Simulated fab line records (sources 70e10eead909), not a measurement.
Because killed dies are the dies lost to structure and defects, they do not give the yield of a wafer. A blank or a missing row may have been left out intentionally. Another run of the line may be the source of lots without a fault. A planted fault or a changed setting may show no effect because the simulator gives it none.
Struck lot and sound lot, side by side	flow nandHarc	14 steps out of a route of 1302
Sound: wafers L848.1, L848.3, L848.4. The struck wafers were L842.2, L842.5, L842.6. Last of all comes the cause.
Each step with rows lists, per side, the tool, then ch with its chambers, then its first start. Under that, the readings that differ: sound wafers	struck wafers	difference of the means	sigmas: that difference in standard deviations of wafers without a fault.
alike: same words and numbers on both sides, and readings whose means sit less than 2 such deviations apart. not compared: any withheld reading, any reading some wafer has no value for, any bound like >300 that may hide the same value, and any number with overlapping values for which the record gives no deviation.
A row with sigmas, a row that says differs or no value, or rows on one side alone: a step with any of these is where the two part. Numbers that have no deviation but don't overlap get no sigmas and don't part them. Lack of a reading on every wafer of one side parts them only where that side has two or more wafers.

NHARC_THIN_TSV_DEP_43: deposits SiO2, target thk 1328.5 nm.
  sound on pecvd-03 ch 0,2, day 29 03:14; struck on pecvd-02 ch 0,1,2, day 26 13:43
  alike: throttleValvePct
then, 8 steps without rows for these wafers: NHARC_THIN_TSV_DEHYDRATE_04 (time 120 s); NHARC_THIN_TSV_HMDS_05 (time 30 s); NHARC_THIN_TSV_COAT_06; NHARC_THIN_TSV_SOFTBAKE_07 (time 95 s); NHARC_THIN_TSV_EBR_08; NHARC_THIN_TSV_EXPOSE_09 (exposes mask TSV); NHARC_THIN_TSV_PEB_10 (peb time 85 s); NHARC_THIN_TSV_DEVELOP_11 (time 70 s).
NHARC_THIN_TSV_CD_MEAS_12 targets a cd of 1000 nm.
  sound on cdSem-02 ch 0, day 29 04:04; struck on cdSem-01 ch 0, day 26 14:28
  alike: cdNm
then, 1 step without rows for these wafers: NHARC_THIN_TSV_HARDBAKE_13 (time 80 s).
NHARC_THIN_TSV_DESCUM_14: chemistry O2, time 3 s.
  sound on rieDiel-02 ch 0,1,3, day 29 04:14; struck on rieDiel-02 ch 1,2,3, day 26 14:38
  alike: drypumpMotorCurrentA, mfcArSccm, o2FlowSccm, oesProductAu, rfVppV, showerheadPlenumPTorr, throttleValvePct
  not compared: rfHoursCounterH
NHARC_THIN_TSV_ETCH_44: etches the open film in CF4/O2, target depth 1594.2 nm, time 797.1 s.
  sound on rieDiel-02 ch 0,2,3, day 29 04:23; struck on rieDiel-02 ch 0,3, day 26 14:46
  no value came back on the struck wafers for any of 10 readings (biasW (W), cf4FlowSccm (sccm) and others); on the sound wafers biasW (W) reads 797.9 799.2 803.0
NHARC_THIN_TSV_ETCH_15: target depth 3000 nm, bosch target overetch cycles 2, bosch etch step 2.8 s.
  sound on rieSi-04 ch 0,1,2, day 29 04:53; struck on rieSi-05 ch 1,2,3, day 26 15:18
  alike: drypumpMotorCurrentA
  not compared: rfHoursCounterH

## WHERE THEY PART
Within this record, at NHARC_THIN_TSV_ETCH_44 only. Later steps at which nothing parts them and some readings are alike: NHARC_THIN_TSV_ETCH_15.

WHY: whatever the simulator had introduced
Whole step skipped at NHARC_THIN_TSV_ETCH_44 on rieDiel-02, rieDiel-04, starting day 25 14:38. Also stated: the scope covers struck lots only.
